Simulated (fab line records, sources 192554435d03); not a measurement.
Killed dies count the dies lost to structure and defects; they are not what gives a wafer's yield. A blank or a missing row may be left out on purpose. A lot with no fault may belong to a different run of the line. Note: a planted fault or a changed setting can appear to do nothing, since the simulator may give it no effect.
Matching of chambers -- flow n5Finfet -- 4 sister chambers for N5_BEOL_M7_VIA_ETCH_34 on rieDiel-04
The step etches SiCOH lowk in C4F6/O2, target depth 125.5 nm, time 50.5 s. 4 wafers are shown with their chamber, then 11 later ones without.

## WAFERS, EACH WITH ITS CHAMBER
wafer,chamber,rfVppV (V)
L087.3,0,645
L086.4,3,669
L086.5,2,670
L090.3,1,688

## WAFERS MISSING THEIR CHAMBER
wafer,rfVppV (V)
L090.4,642
L090.5,643
L091.1,688
L091.2,644
L091.3,669
L097.2,667
L097.4,687
L097.5,643
L095.2,671
L095.3,669
L095.4,643

## WHICH CHAMBER EACH ONE RAN IN
wafer,from the rows above,in truth
L090.4,0,0
L090.5,0,0
L091.1,1,1
L091.2,0,0
L091.3,can't be placed: 3 or 2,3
L097.2,can't be placed: 3 or 2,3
L097.4,1,1
L097.5,0,0
L095.2,can't be placed: 2 or 3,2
L095.3,can't be placed: 3 or 2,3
L095.4,0,0
Placed correctly: 7 of 11. Cannot be placed on the basis of these rows: 4; the candidates contain the true chamber in 4. Wrongly placed: 0.
How it was worked out, from the rows above alone: a wafer's distance from a chamber is the root of the sum, over the readings, of the square of ((its reading less the chamber's mean) divided by the reading's scatter). If the next closest chamber is less than 2 further off than the closest, the wafer can't be placed; otherwise it belongs to the closest. The mean given for a chamber averages the wafers shown for that chamber. The scatter: root of mean squared gap, hidden wafer to nearest shown wafer, with one shown wafer a chamber.
